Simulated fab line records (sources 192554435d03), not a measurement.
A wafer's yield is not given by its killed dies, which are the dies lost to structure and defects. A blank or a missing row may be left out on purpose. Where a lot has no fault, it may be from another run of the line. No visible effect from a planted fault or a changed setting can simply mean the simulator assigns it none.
Which of the tools did it? / flow n5-finfet / 11 lots, 32 wafers sampled, at 3 steps of a route of 1938

## WHAT EACH GAUGE READ, for each wafer
N5_BEOL_M12_CD_MEAS_10: the cd target is 140 nm.
lot=L462; measured=day 10 19:40; on=cd-sem-01; cd-nm (nm)=137.7 135.2 137.0
lot=L465; measured=day 10 21:49; on=cd-sem-01; cd-nm (nm)=140.9 145.0 141.8
lot=L463; measured=day 10 21:57; on=cd-sem-02; cd-nm (nm)=137.0 139.2 142.9
lot=L464; measured=day 11 11:33; on=cd-sem-03; cd-nm (nm)=138.0 136.5 138.2
lot=L466; measured=day 11 21:44; on=cd-sem-02; cd-nm (nm)=137.6 137.7 137.2
lot=L477; measured=day 14 08:41; on=cd-sem-02; cd-nm (nm)=140.6 136.2 138.7
lot=L475; measured=day 14 15:31; on=cd-sem-01; cd-nm (nm)=140.4 142.0
lot=L478; measured=day 15 05:16; on=cd-sem-03; cd-nm (nm)=140.6 140.0 138.1
lot=L480; measured=day 15 13:17; on=cd-sem-01; cd-nm (nm)=137.2 141.9 140.2
lot=L483; measured=day 16 06:13; on=cd-sem-03; cd-nm (nm)=137.7 139.0 141.8
lot=L479; measured=day 17 04:41; on=cd-sem-01; cd-nm (nm)=143.1 140.9 140.1

N5_BEOL_M12_OVL_MEAS_11.
lot=L462; measured=day 10 19:43; on=overlay-02; V11_OVL (nm)=-10 -4 -7
lot=L465; measured=day 10 21:50; on=overlay-01; V11_OVL (nm)=4 9 7
lot=L463; measured=day 10 21:59; on=overlay-01; V11_OVL (nm)=1 -2 6
lot=L464; measured=day 11 11:35; on=overlay-02; V11_OVL (nm)=4 -1 6
lot=L466; measured=day 11 21:46; on=overlay-01; V11_OVL (nm)=6 5 7
lot=L477; measured=day 14 08:43; on=overlay-01; V11_OVL (nm)=-1 3 -7
lot=L475; measured=day 14 15:34; on=overlay-01; V11_OVL (nm)=-8 -7
lot=L478; measured=day 15 05:18; on=overlay-02; V11_OVL (nm)=9 1 5
lot=L480; measured=day 15 13:19; on=overlay-02; V11_OVL (nm)=5 -1 -4
lot=L483; measured=day 16 06:15; on=overlay-02; V11_OVL (nm)=8 6 8
lot=L479; measured=day 17 04:43; on=overlay-01; V11_OVL (nm)=0 0 -2

N5_BEOL_M12_CD_MEAS_17: the cd target is 140 nm.
lot=L462; measured=day 10 20:16; on=cd-sem-02; cd-nm (nm)=136.5 135.4 137.5
lot=L465; measured=day 10 22:25; on=cd-sem-01; cd-nm (nm)=141.5 144.1 141.0
lot=L463; measured=day 10 22:48; on=cd-sem-03; cd-nm (nm)=135.8 138.5 143.2
lot=L464; measured=day 11 12:08; on=cd-sem-03; cd-nm (nm)=137.2 137.5 139.1
lot=L466; measured=day 11 22:19; on=cd-sem-03; cd-nm (nm)=136.2 136.2 135.8
lot=L477; measured=day 14 09:16; on=cd-sem-02; cd-nm (nm)=139.8 136.2 136.7
lot=L475; measured=day 14 16:07; on=cd-sem-03; cd-nm (nm)=141.2 141.9
lot=L478; measured=day 15 06:31; on=cd-sem-01; cd-nm (nm)=140.6 139.7 137.8
lot=L480; measured=day 15 13:52; on=cd-sem-03; cd-nm (nm)=136.8 139.7 140.6
lot=L483; measured=day 16 06:48; on=cd-sem-02; cd-nm (nm)=138.2 138.5 142.0
lot=L479; measured=day 17 05:17; on=cd-sem-03; cd-nm (nm)=142.6 140.6 139.7

## TOOL THAT RAN EACH LOT (tool first, then ch and the chambers of the sampled wafers, then the start)
There is no process step in the record ahead of these readings.

## WHAT THE TOOLS THEMSELVES READ (means of the sampled wafers that have a number; where no wafer has one, the mark that the record gives instead)
The record holds no such reading with a usual standard deviation.

## THE ANSWER, worked out from the rows above alone
Rule: the lots themselves supply what counts as usual. The widest of any qualifying gaps counts: lots, ordered by their means at a reading, are off when they make up no more than a third of the lots, leave a main group of 4 or more, and stand apart from it by 3 or more times the standard deviation of that group's means. The tables above print the reading to a certain number of digits; a main group whose means all agree to those digits is not used. A lot without any number at a reading at which 4 lots or more have one is off too. All remaining lots with rows at the step are treated as sound. The gauges are gone through in route order, then the tools' own readings, and for those a lot's mean is taken as printed above. At the first step where some lot is off, the reading lying furthest off is the one used; lots without a number count as furthest.
No lot is off on any of the readings shown, so nothing can be concluded from this.

## WHAT THE SIMULATOR PUT IN
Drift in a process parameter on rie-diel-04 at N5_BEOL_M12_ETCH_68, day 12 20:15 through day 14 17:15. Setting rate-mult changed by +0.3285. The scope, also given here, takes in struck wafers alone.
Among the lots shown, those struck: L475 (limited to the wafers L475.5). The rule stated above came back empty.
